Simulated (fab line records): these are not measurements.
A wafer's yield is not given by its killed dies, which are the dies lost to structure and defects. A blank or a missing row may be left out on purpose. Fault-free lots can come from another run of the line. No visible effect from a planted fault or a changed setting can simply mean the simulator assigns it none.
fab line records -- flow nandHarc -- part 1 of 2: steps 1 to 20 of 34
record lots=5, wafers=15, lastDay=32
route steps=1302 shown A_SGD_CUT@902 A_SLIT@922
lots that met no fault: taken from a fault-free run of the same line
startH: start of the lot's first displayed wafer, in hours after the record's first day -- waitH: hours elapsed since this lot's preceding step -- " same as the row above -- L1.1+2: a single row standing in for several wafers -- - no value present, or no start provided -- * or withheld: withheld -- < > ~ a bound
route shown NAME@n: names a module that has steps shown in the file, with the first one's number in the route -- usual: mean/standard deviation taken from wafers without a fault -- same: alike in all rows -- chamber/n: place in a boat -- sites: the reading at each site -- _std_site: their standard deviation -- _edge_site: mean of outer sites minus mean of inner sites -- radiusMm: how far each site lies from the wafer's centre -- mask NAME#n: copy n -- behind: the most recent tool/chamber to have shaped the wafer -- hold: reason for holding the lot/hours on hold/outcome of the hold -- device: the n, p or np transistor that did not switch -- end of line: the tests these same wafers got at the end of their route -- a step with no rows: only its recipe -- killed: the dies lost at the first sort to structure and to defects; this is not the yield of the wafer -- map: per-die view of a wafer (x killed, . not killed, _ where there is no die)
set.NAME: setting as actually run; set.NAME@STEP: the setting as run at that earlier step -- model.NAME: the simulator's own value behind a step, which no gauge read
certain route steps with their lots: each step a table, each wafer a row
services: a tool's chamber out of use, with start hour (startH, from the record's first day; less than 0 if before it), hours out, and reason
## steps
# step NHARC_A_SGD_CUT_OVL_MEAS_10
# usual overlayXNm=0.3/0.97, overlayYNm=0.2/1
lot.wafer,tool,chamber,startH,waitH,overlayXNm,overlayYNm
L079.2,overlay-01,-,496.14,-,0.7,0.6
L079.3,overlay-01,-,496.14,-,0.1,0.4
L079.4,overlay-01,-,496.14,-,0.8,0.3
L084.3,overlay-02,-,537.87,-,-1.3,0.5
L084.4,overlay-02,-,537.87,-,0.0,-0.5
L084.5,overlay-02,-,537.87,-,-0.4,-0.7
L085.1,overlay-02,-,550.17,-,2.0,0.8
L085.4,overlay-02,-,550.17,-,1.8,0.9
L085.5,overlay-02,-,550.17,-,1.7,0.3
L088.1,overlay-01,-,585.42,-,0.4,1.2
L088.4,overlay-01,-,585.42,-,0.8,0.9
L088.6,overlay-01,-,585.42,-,0.6,0.9
L094.2,overlay-02,-,635.58,-,-0.4,2.1
L094.3,overlay-02,-,635.58,-,-0.9,1.9
L094.6,overlay-02,-,635.58,-,-0.6,2.1
# step NHARC_A_SGD_CUT_INSPECT_11
# usual rawDefectCount=60/34
lot.wafer,tool,chamber,startH,waitH,rawDefectCount
L079.2,defectInspect-02,-,496.17,0.0,109
L079.3,defectInspect-02,-,496.17,0.0,117
L079.4,defectInspect-02,-,496.17,0.0,102
L084.3,defectInspect-01,-,537.90,0.0,25
L084.4,defectInspect-01,-,537.90,0.0,21
L084.5,defectInspect-01,-,537.90,0.0,23
L085.1,defectInspect-02,-,550.21,0.0,13
L085.4,defectInspect-02,-,550.21,0.0,16
L085.5,defectInspect-02,-,550.21,0.0,15
L088.1,defectInspect-01,-,585.45,0.0,56
L088.4,defectInspect-01,-,585.45,0.0,51
L088.6,defectInspect-01,-,585.45,0.0,57
L094.2,defectInspect-02,-,635.62,0.0,72
L094.3,defectInspect-02,-,635.62,0.0,57
L094.6,defectInspect-02,-,635.62,0.0,70
# step NHARC_A_SGD_CUT_DESCUM_14
# recipe timeS=3, o2FlowSccm=200, arFlowSccm=0, biasPowerW=0, chemistry=O2
# usual drypumpMotorCurrentA=5.7/0.53, oesProductAu=1.001/0.008, rfVppV=57.7/0.88, showerheadPlenumPTorr=1.88/0.087, throttleValvePct=11.310/0.009
lot.wafer,tool,chamber,startH,waitH,drypumpMotorCurrentA,oesProductAu,rfHoursCounterH,rfVppV,showerheadPlenumPTorr,throttleValvePct
L079.2,rieDiel-06,3,496.23,0.1,5.5,0.998,0,57.3,1.77,11.303
L079.3,rieDiel-06,0,496.23,0.1,5.1,0.997,0,57.2,1.84,11.310
L079.4,rieDiel-06,1,496.23,0.1,5.5,0.996,0,56.4,1.77,11.314
L084.3,rieDiel-06,1,537.96,0.1,5.4,0.986,5,57.4,1.77,11.315
L084.4,rieDiel-06,3,537.96,0.1,5.5,1.003,4,56.5,1.77,11.300
L084.5,rieDiel-06,1,537.96,0.1,5.4,0.992,-,56.6,1.77,11.331
L085.1,rieDiel-11,1,550.27,0.1,5.9,1.000,5,57.9,1.82,11.318
L085.4,rieDiel-11,0,550.27,0.1,6.7,1.004,6,58.0,2.04,11.309
L085.5,rieDiel-11,2,550.27,0.1,5.4,1.005,-,58.9,1.87,11.298
L088.1,rieDiel-06,0,585.52,0.1,5.2,1.017,8,56.3,1.84,11.311
L088.4,rieDiel-06,3,585.52,0.1,5.5,1.000,8,58.1,1.77,11.318
L088.6,rieDiel-06,1,585.52,0.1,5.4,0.998,-,57.2,1.77,11.296
L094.3,rieDiel-09,2,635.68,0.1,4.6,0.991,7,57.0,2.03,11.319
L094.2,rieDiel-09,0,635.68,0.1,5.0,1.012,7,58.5,2.00,11.296
L094.6,rieDiel-09,2,635.68,0.1,4.6,1.005,-,59.0,2.03,11.323
# step NHARC_A_SGD_CUT_ETCH_58
# recipe targetDepthA=390, overEtchFrac=0.3, timeS=65, ionEnergyEv=80, cf4FlowSccm=150, arFlowSccm=0, rfW=300, biasW=100, chemistry=CF4
# usual cf4FlowSccm=149.9/0.45, drypumpMotorCurrentA=5.7/0.54, oesProductAu=1.000/0.0094, rfVppV=150.9/1.2, showerheadPlenumPTorr=1.74/0.074, throttleValvePct=13.283/0.0085
# same overEtchFrac=0.3
lot.wafer,tool,chamber,startH,waitH,cf4FlowSccm,drypumpMotorCurrentA,oesProductAu,rfHoursCounterH,rfVppV,showerheadPlenumPTorr,throttleValvePct
L079.3,rieDiel-06,1,496.32,0.1,150.2,5.5,1.000,0,149.9,1.65,13.278
L079.4,rieDiel-06,3,496.32,0.1,149.6,5.5,1.001,0,150.5,1.65,13.280
L079.2,rieDiel-06,0,496.32,0.1,149.8,5.2,1.006,0,150.7,1.71,13.295
L084.3,rieDiel-06,0,538.05,0.1,148.9,5.2,0.997,4,150.8,1.71,13.284
L084.4,rieDiel-06,3,538.05,0.1,150.2,5.5,0.994,4,150.6,1.65,13.278
L084.5,rieDiel-06,1,538.05,0.1,150.4,5.4,0.983,-,149.5,1.65,13.289
L085.4,rieDiel-11,0,550.35,0.1,149.5,6.7,0.999,6,154.2,1.88,13.287
L085.1,rieDiel-11,1,550.35,0.1,149.8,5.9,0.996,5,150.7,1.69,13.283
L085.5,rieDiel-11,1,550.35,0.1,150.1,5.9,0.996,-,151.4,1.69,13.278
L088.4,rieDiel-06,1,585.61,0.1,150.9,5.4,1.002,10,150.7,1.64,13.295
L088.1,rieDiel-06,2,585.61,0.1,149.9,5.6,1.014,9,149.6,1.76,13.286
L088.6,rieDiel-06,3,585.61,0.1,150.5,5.6,0.997,-,150.2,1.65,13.283
L094.2,rieDiel-09,2,635.77,0.1,149.9,4.6,0.989,7,153.0,1.87,13.296
L094.3,rieDiel-09,0,635.77,0.1,150.4,4.9,1.020,7,151.7,1.84,13.272
L094.6,rieDiel-09,1,635.77,0.1,150.0,5.5,0.996,-,149.9,1.69,13.266
# step NHARC_A_SGD_CUT_ETCH_59
# recipe targetDepthA=2600, overEtchFrac=0.25, timeS=406.25, ionEnergyEv=200, n2FlowSccm=150, h2FlowSccm=150, arFlowSccm=0, rfW=400, biasW=150, chemistry=N2/H2
# usual drypumpMotorCurrentA=5.7/0.53, oesProductAu=1.000/0.0093, rfVppV=429.8/2.7, showerheadPlenumPTorr=2.01/0.096, throttleValvePct=14.173/0.0091
# same overEtchFrac=0.25
lot.wafer,tool,chamber,startH,waitH,drypumpMotorCurrentA,oesProductAu,rfHoursCounterH,rfVppV,showerheadPlenumPTorr,throttleValvePct
L079.2,rieDiel-06,2,-,-,5.6,1.010,0,430.5,2.03,14.173
L079.4,rieDiel-06,3,-,-,5.5,0.994,0,427.3,1.89,14.177
L079.3,rieDiel-06,1,-,-,5.4,0.999,0,425.4,1.88,14.173
L084.4,rieDiel-06,1,-,-,5.4,1.001,5,425.5,1.88,14.176
L084.3,rieDiel-06,2,-,-,5.6,1.008,5,431.3,2.03,14.159
L084.5,rieDiel-06,1,-,-,5.4,0.995,-,426.7,1.88,14.177
L085.4,rieDiel-11,3,-,-,6.4,1.014,6,431.8,2.04,14.166
L085.1,rieDiel-11,1,-,-,5.9,1.001,5,427.3,1.94,14.153
L085.5,rieDiel-11,3,-,-,6.4,1.001,-,430.5,2.04,14.165
L088.1,rieDiel-06,2,-,-,5.6,1.019,9,429.0,2.03,14.150
L088.4,rieDiel-06,3,-,-,5.5,0.992,8,426.5,1.88,14.158
L088.6,rieDiel-06,1,-,-,5.4,0.994,-,425.7,1.88,14.177
L094.2,rieDiel-09,1,-,-,5.5,0.980,6,427.5,1.94,14.170
L094.3,rieDiel-09,3,-,-,5.6,0.996,5,428.2,1.99,14.181
L094.6,rieDiel-09,1,-,-,5.5,0.986,-,427.6,1.95,14.169
# step NHARC_A_SGD_CUT_ETCH_15
# recipe targetDepthA=750, timeS=64.3, ch3fFlowSccm=50, o2FlowSccm=30, arFlowSccm=200, rfW=500, biasW=100, chemistry=CH3F/O2
# usual drypumpMotorCurrentA=5.7/0.53, oesProductAu=0.958/0.018, rfVppV=263.2/1.7, showerheadPlenumPTorr=2.43/0.11, throttleValvePct=20.663/0.0092
lot.wafer,tool,chamber,startH,waitH,drypumpMotorCurrentA,oesProductAu,rfHoursCounterH,rfVppV,showerheadPlenumPTorr,throttleValvePct
L079.3,rieDiel-06,3,-,-,5.4,0.953,0,260.5,2.28,20.657
L079.4,rieDiel-06,1,-,-,5.5,0.981,0,260.8,2.28,20.672
L079.2,rieDiel-06,2,-,-,5.6,0.998,0,263.5,2.45,20.666
L084.4,rieDiel-06,2,-,-,5.5,0.965,5,263.7,2.45,20.651
L084.3,rieDiel-06,0,-,-,5.2,0.990,4,262.4,2.37,20.682
L084.5,rieDiel-06,2,-,-,5.6,0.963,-,264.9,2.45,20.669
L085.4,rieDiel-11,1,-,-,5.9,0.970,6,262.7,2.34,20.662
L085.1,rieDiel-11,2,-,-,5.4,0.968,6,262.7,2.41,20.668
L085.5,rieDiel-11,1,-,-,5.9,0.960,-,262.7,2.34,20.670
L088.4,rieDiel-06,0,-,-,5.2,0.970,8,262.8,2.37,20.654
L088.1,rieDiel-06,2,-,-,5.6,0.992,9,263.7,2.45,20.657
L088.6,rieDiel-06,0,-,-,5.2,0.969,-,262.5,2.37,20.658
L094.3,rieDiel-09,3,-,-,5.6,0.958,5,263.0,2.40,20.670
L094.2,rieDiel-09,1,-,-,5.5,0.957,6,261.3,2.35,20.657
L094.6,rieDiel-09,0,-,-,4.9,0.977,-,264.2,2.57,20.659
# step NHARC_A_SGD_CUT_ETCH_16
# recipe targetDepthA=3105, timeS=155.2, c4f8FlowSccm=withheld, o2FlowSccm=8, arFlowSccm=withheld, rfW=600, biasW=800, chemistry=C4F8/O2/Ar
# usual oesProductAu=0.970/0.015, rfVppV=722/4.3
lot.wafer,tool,chamber,startH,waitH,oesProductAu,rfHoursCounterH,rfVppV
L079.3,rieDiel-06,2,-,-,0.993,0,723
L079.4,rieDiel-06,3,-,-,0.959,0,714
L079.2,rieDiel-06,1,-,-,0.973,0,716
L084.4,rieDiel-06,1,-,-,0.966,5,716
L084.3,rieDiel-06,2,-,-,0.984,5,723
L084.5,rieDiel-06,2,-,-,0.976,-,722
L085.4,rieDiel-11,2,-,-,0.958,6,720
L085.1,rieDiel-11,3,-,-,0.995,6,724
L085.5,rieDiel-11,3,-,-,0.975,-,724
L088.4,rieDiel-06,2,-,-,0.995,9,724
L088.1,rieDiel-06,0,-,-,0.987,8,720
L088.6,rieDiel-06,3,-,-,0.990,-,716
L094.2,rieDiel-09,3,-,-,0.981,5,721
L094.3,rieDiel-09,1,-,-,0.977,6,718
L094.6,rieDiel-09,0,-,-,1.002,-,727
# step NHARC_A_SGD_CUT_STRIP_60
# recipe c4f8FlowSccm=withheld, o2FlowSccm=8, arFlowSccm=withheld, biasW=0, chemistry=C4F8/O2/Ar
lot.wafer,tool,chamber,startH,waitH
L079.4+2+3,rieDiel-06,"3,0,1",-,-
L084.3+4+5,rieDiel-06,"2,3,2",-,-
L085.1+4+5,rieDiel-11,"3,1,2",-,-
L088.4+1+6,rieDiel-06,"1,0,2",-,-
L094.3+2+6,rieDiel-09,"3,0,3",-,-
# step NHARC_A_SGD_CUT_STRIP_17
# recipe o2FlowSccm=500, arFlowSccm=0, biasW=0, chemistry=O2
# usual drypumpMotorCurrentA=5.8/0.54, oesProductAu=1.000/0.0083, rfVppV=57.7/0.88, showerheadPlenumPTorr=3.48/0.15, throttleValvePct=17.037/0.0082
lot.wafer,tool,chamber,startH,waitH,drypumpMotorCurrentA,oesProductAu,rfHoursCounterH,rfVppV,showerheadPlenumPTorr,throttleValvePct
L079.4,rieDiel-06,3,-,-,5.5,1.000,0,59.0,3.29,17.040
L079.3,rieDiel-06,0,-,-,5.2,1.001,0,58.2,3.40,17.040
L079.2,rieDiel-06,2,-,-,5.6,1.019,0,58.1,3.52,17.035
L084.3,rieDiel-06,2,-,-,5.6,1.020,5,57.9,3.52,17.027
L084.4,rieDiel-06,0,-,-,5.2,1.004,4,58.7,3.40,17.033
L084.5,rieDiel-06,3,-,-,5.5,0.992,-,57.4,3.28,17.039
L085.4,rieDiel-11,2,-,-,5.5,1.005,6,57.4,3.46,17.019
L085.1,rieDiel-11,3,-,-,6.5,1.010,6,58.5,3.54,17.030
L085.5,rieDiel-11,3,-,-,6.4,1.018,-,58.5,3.54,17.040
L088.4,rieDiel-06,2,-,-,5.6,1.009,10,56.8,3.51,17.022
L088.1,rieDiel-06,3,-,-,5.5,0.995,9,57.5,3.28,17.039
L088.6,rieDiel-06,1,-,-,5.5,0.996,-,57.5,3.28,17.028
L094.3,rieDiel-09,0,-,-,4.9,1.006,7,57.7,3.68,17.036
L094.2,rieDiel-09,1,-,-,5.5,0.981,6,57.9,3.38,17.030
L094.6,rieDiel-09,0,-,-,5.0,1.008,-,57.9,3.68,17.035
# step NHARC_A_SGD_CUT_PRECLEAN_18
# recipe timeS=*, tempC=50, bathAgeMin=0, chemistry=SC1
lot.wafer,tool,chamber,startH,waitH
L079.3+2+4,wetBench-06,"7,1,2",497.21,-
L084.5+4+3,wetBench-04,"0,2,3",538.94,-
L085.4+1+5,wetBench-04,"4,5,6",551.26,-
L088.4+1+6,wetBench-05,"7,0,3",586.51,-
L094.3+6+2,wetBench-06,"3,6,7",636.65,-
# step NHARC_A_SGD_CUT_SRD_19
lot.wafer,tool,chamber,startH,waitH
L079.3+2+4,wetBench-06,"7,1,2",-,-
L084.5+4+3,wetBench-04,"0,2,3",-,-
L085.4+1+5,wetBench-04,"4,5,6",-,-
L088.4+1+6,wetBench-05,"7,0,3",-,-
L094.3+6+2,wetBench-06,"3,6,7",-,-
# step NHARC_A_SGD_CUT_DEP_20
# recipe targetThkA=1500, tempC=65, material=SiO2
lot.wafer,tool,chamber,startH,waitH
L079.2+4+3,fcvd-01,"1,0,1",497.38,-
L084.3+4+5,fcvd-02,1,539.18,-
L085.1+4+5,fcvd-02,"0,1,1",551.43,-
L088.1+4+6,fcvd-02,"1,1,0",586.65,-
L094.2+3+6,fcvd-01,"1,1,0",636.82,-
# step NHARC_A_SGD_CUT_ANNEAL_27
# recipe tempC=450, timeS=1800
# usual spikeTcBottomC=474/3.9, spikeTcUpperC=449.6/1.2, zonePowerBottomPct=6.91/0.077
lot.wafer,tool,chamber,startH,waitH,spikeTcBottomC,spikeTcUpperC,zonePowerBottomPct
L079.2,furnace-07,0,500.51,3.1,477,448.6,7.10
L079.3,furnace-07,0,500.51,3.1,476,449.5,6.95
L079.4,furnace-07,0,500.51,3.1,476,448.3,7.02
L084.3,furnace-07,0,542.75,3.5,476,449.8,7.04
L084.4,furnace-07,0,542.75,3.5,476,449.0,6.87
L084.5,furnace-07,0,542.75,3.5,476,450.4,7.06
L085.1,furnace-06,0,554.60,3.1,473,448.5,6.96
L085.4,furnace-06,0,554.60,3.1,472,449.8,6.93
L085.5,furnace-06,0,554.60,3.1,474,449.1,6.74
L088.1,furnace-07,0,590.33,3.7,478,448.6,6.87
L088.4,furnace-07,0,590.33,3.7,476,450.2,6.99
L088.6,furnace-07,0,590.33,3.7,475,449.6,7.02
L094.2,furnace-01,0,643.77,6.9,469,450.8,6.80
L094.3,furnace-01,0,643.77,6.9,466,450.1,6.90
L094.6,furnace-01,0,643.77,6.9,469,450.3,6.76
# step NHARC_A_SGD_CUT_CMP_21
# recipe targetThkNm=148.19
# usual edgeZonePressureFrac=1.000/0.0047, motorCurrentA=12.0/1.5, timeToEndpointS=50.0/2.9
lot.wafer,tool,chamber,startH,waitH,edgeZonePressureFrac,motorCurrentA,timeToEndpointS
L079.3,cmp-01,0,502.00,0.4,0.992,12.7,49.9
L079.2,cmp-01,1,502.00,0.4,1.003,14.6,48.7
L079.4,cmp-01,2,502.00,0.4,0.994,10.1,45.2
L084.4,cmp-01,1,544.22,0.4,1.003,14.1,51.9
L084.3,cmp-01,3,544.22,0.4,0.993,15.2,51.2
L084.5,cmp-01,0,544.22,0.4,0.998,12.5,52.2
L085.4,cmp-04,2,556.05,0.4,1.002,13.1,45.7
L085.1,cmp-04,1,556.05,0.4,0.995,11.1,46.9
L085.5,cmp-04,2,556.05,0.4,0.992,12.8,45.8
L088.4,cmp-04,1,591.78,0.4,1.004,11.0,53.4
L088.1,cmp-04,3,591.78,0.4,1.000,9.7,52.6
L088.6,cmp-04,0,591.78,0.4,1.002,13.2,56.4
L094.3,cmp-04,3,645.21,0.4,0.996,10.0,49.6
L094.2,cmp-04,0,645.21,0.4,0.991,13.3,52.0
L094.6,cmp-04,3,645.21,0.4,1.001,9.9,47.1
# step NHARC_A_SGD_CUT_THK_MEAS_22
# recipe thkMeasGauge=ellipsometry
# usual thkNm=148.4/1.4
lot.wafer,tool,chamber,startH,waitH,thkNm
L079.2,filmMetro-01,-,502.23,0.2,148.3
L079.3,filmMetro-01,-,502.23,0.2,147.7
L079.4,filmMetro-01,-,502.23,0.2,147.0
L084.3,filmMetro-02,-,544.45,0.2,147.5
L084.4,filmMetro-02,-,544.45,0.2,146.4
L084.5,filmMetro-02,-,544.45,0.2,149.3
L085.1,filmMetro-02,-,556.30,0.2,149.3
L085.4,filmMetro-02,-,556.30,0.2,146.1
L085.5,filmMetro-02,-,556.30,0.2,148.0
L088.1,filmMetro-01,-,592.01,0.2,148.1
L088.4,filmMetro-01,-,592.01,0.2,149.4
L088.6,filmMetro-01,-,592.01,0.2,147.0
L094.2,filmMetro-01,-,645.46,0.2,149.3
L094.3,filmMetro-01,-,645.46,0.2,149.6
L094.6,filmMetro-01,-,645.46,0.2,149.1
# step NHARC_A_SGD_CUT_SRD_23
lot.wafer,tool,chamber,startH,waitH
L079.4+2+3,wetBench-05,"3,5,6",502.28,0.0
L084.4+3+5,wetBench-05,"1,3,5",544.49,0.0
L085.1+5+4,wetBench-06,"7,0,1",556.35,0.0
L088.6+1+4,wetBench-06,"0,3,4",592.06,0.0
L094.6+3+2,wetBench-06,"6,1,2",645.50,0.0
# step NHARC_A_SGD_CUT_ETCH_26
# recipe targetDepthA=458, chemistry=dHF, material=SiO2
lot.wafer,tool,chamber,startH,waitH
L079.4+2+3,wetBench-05,"3,5,6",502.30,0.0
L084.4+3+5,wetBench-05,"1,3,5",544.52,0.0
L085.1+5+4,wetBench-06,"7,0,1",556.38,0.0
L088.6+1+4,wetBench-06,"0,3,4",592.08,0.0
L094.6+3+2,wetBench-06,"6,1,2",645.53,0.0
# step NHARC_A_SGD_CUT_ETCHBACK_24
# recipe targetDepthA=500, overEtchFrac=0.3, timeS=92.857, ionEnergyEv=120, ch3fFlowSccm=50, o2FlowSccm=30, arFlowSccm=200, rfW=500, biasW=100, chemistry=CH3F/O2
# usual drypumpMotorCurrentA=5.6/0.56, oesProductAu=0.96/0.035, rfVppV=244.0/1.8, showerheadPlenumPTorr=2.44/0.11, throttleValvePct=20.663/0.0092
# same overEtchFrac=0.3
lot.wafer,tool,chamber,startH,waitH,drypumpMotorCurrentA,oesProductAu,rfHoursCounterH,rfVppV,showerheadPlenumPTorr,throttleValvePct
L079.2,rieDiel-06,1,502.47,0.1,5.4,0.92,1,243.3,2.28,20.656
L079.3,rieDiel-06,2,502.47,0.1,5.6,0.94,1,245.0,2.45,20.683
L079.4,rieDiel-06,3,502.47,0.1,5.5,0.92,-,242.1,2.28,20.679
L084.4,rieDiel-11,3,544.67,0.1,6.4,1.00,6,244.0,2.46,20.664
L084.3,rieDiel-11,0,544.67,0.1,6.6,0.99,6,247.5,2.62,20.643
L084.5,rieDiel-11,0,544.67,0.1,6.6,0.99,-,247.2,2.62,20.689
L085.4,rieDiel-11,3,556.52,0.1,6.4,0.93,6,245.5,2.46,20.666
L085.1,rieDiel-11,1,556.52,0.1,5.9,0.92,6,243.5,2.34,20.662
L085.5,rieDiel-11,3,556.52,0.1,6.4,0.92,-,243.4,2.46,20.661
L088.4,rieDiel-09,1,592.25,0.1,5.5,0.98,4,242.7,2.35,20.663
L088.1,rieDiel-09,3,592.25,0.1,5.7,0.99,4,244.0,2.40,20.670
L088.6,rieDiel-09,0,592.25,0.1,5.0,1.00,-,246.1,2.57,20.660
L094.2,rieDiel-09,1,645.70,0.1,5.5,0.91,7,242.0,2.35,20.664
L094.3,rieDiel-09,2,645.70,0.1,4.6,0.91,8,245.8,2.61,20.677
L094.6,rieDiel-09,1,645.70,0.1,5.5,0.91,-,242.9,2.35,20.663
# step NHARC_A_SGD_CUT_STRIP_28
# recipe timeS=20, o2FlowSccm=500, arFlowSccm=0, biasW=0, chemistry=O2
# usual drypumpMotorCurrentA=5.6/0.54, oesProductAu=0.999/0.0095, rfVppV=57.8/0.83, showerheadPlenumPTorr=3.50/0.16, throttleValvePct=17.035/0.0094
lot.wafer,tool,chamber,startH,waitH,drypumpMotorCurrentA,oesProductAu,rfHoursCounterH,rfVppV,showerheadPlenumPTorr,throttleValvePct
L079.2,rieDiel-06,1,502.67,0.2,5.4,1.008,1,58.4,3.28,17.034
L079.3,rieDiel-06,3,502.67,0.2,5.5,0.994,1,57.0,3.29,17.034
L079.4,rieDiel-06,1,502.67,0.2,5.4,1.007,-,56.9,3.28,17.026
L084.3,rieDiel-11,0,-,-,6.6,1.010,6,59.8,3.75,17.051
L084.4,rieDiel-11,1,-,-,5.9,1.006,5,58.4,3.37,17.043
L084.5,rieDiel-11,0,-,-,6.6,1.010,-,56.7,3.75,17.038
L085.1,rieDiel-11,3,-,-,6.4,1.013,6,57.2,3.54,17.050
L085.4,rieDiel-11,2,-,-,5.4,0.990,6,59.5,3.46,17.040
L085.5,rieDiel-11,3,-,-,6.4,0.998,-,57.6,3.54,17.027
L088.4,rieDiel-09,0,-,-,4.9,1.010,5,57.8,3.68,17.024
L088.1,rieDiel-09,1,-,-,5.5,0.979,4,56.3,3.38,17.031
L088.6,rieDiel-09,0,-,-,4.9,1.004,-,57.7,3.68,17.016
L094.3,rieDiel-09,2,-,-,4.7,0.987,8,58.1,3.73,17.028
L094.2,rieDiel-09,0,-,-,5.0,1.000,8,57.1,3.68,17.028
L094.6,rieDiel-09,2,-,-,4.7,0.988,-,57.3,3.73,17.045
# step NHARC_A_SGD_CUT_INSPECT_25
# usual rawDefectCount=401/98
lot.wafer,tool,chamber,startH,waitH,rawDefectCount
L079.2,defectInspect-02,-,502.78,-,660
L079.3,defectInspect-02,-,502.78,-,686
L079.4,defectInspect-02,-,502.78,-,527
L084.3,defectInspect-01,-,544.91,-,307
L084.4,defectInspect-01,-,544.91,-,261
L084.5,defectInspect-01,-,544.91,-,426
L085.1,defectInspect-02,-,556.76,-,417
L085.4,defectInspect-02,-,556.76,-,383
L085.5,defectInspect-02,-,556.76,-,436
L088.1,defectInspect-02,-,592.48,-,358
L088.4,defectInspect-02,-,592.48,-,398
L088.6,defectInspect-02,-,592.48,-,295
L094.2,defectInspect-01,-,645.93,-,357
L094.3,defectInspect-01,-,645.93,-,351
L094.6,defectInspect-01,-,645.93,-,259
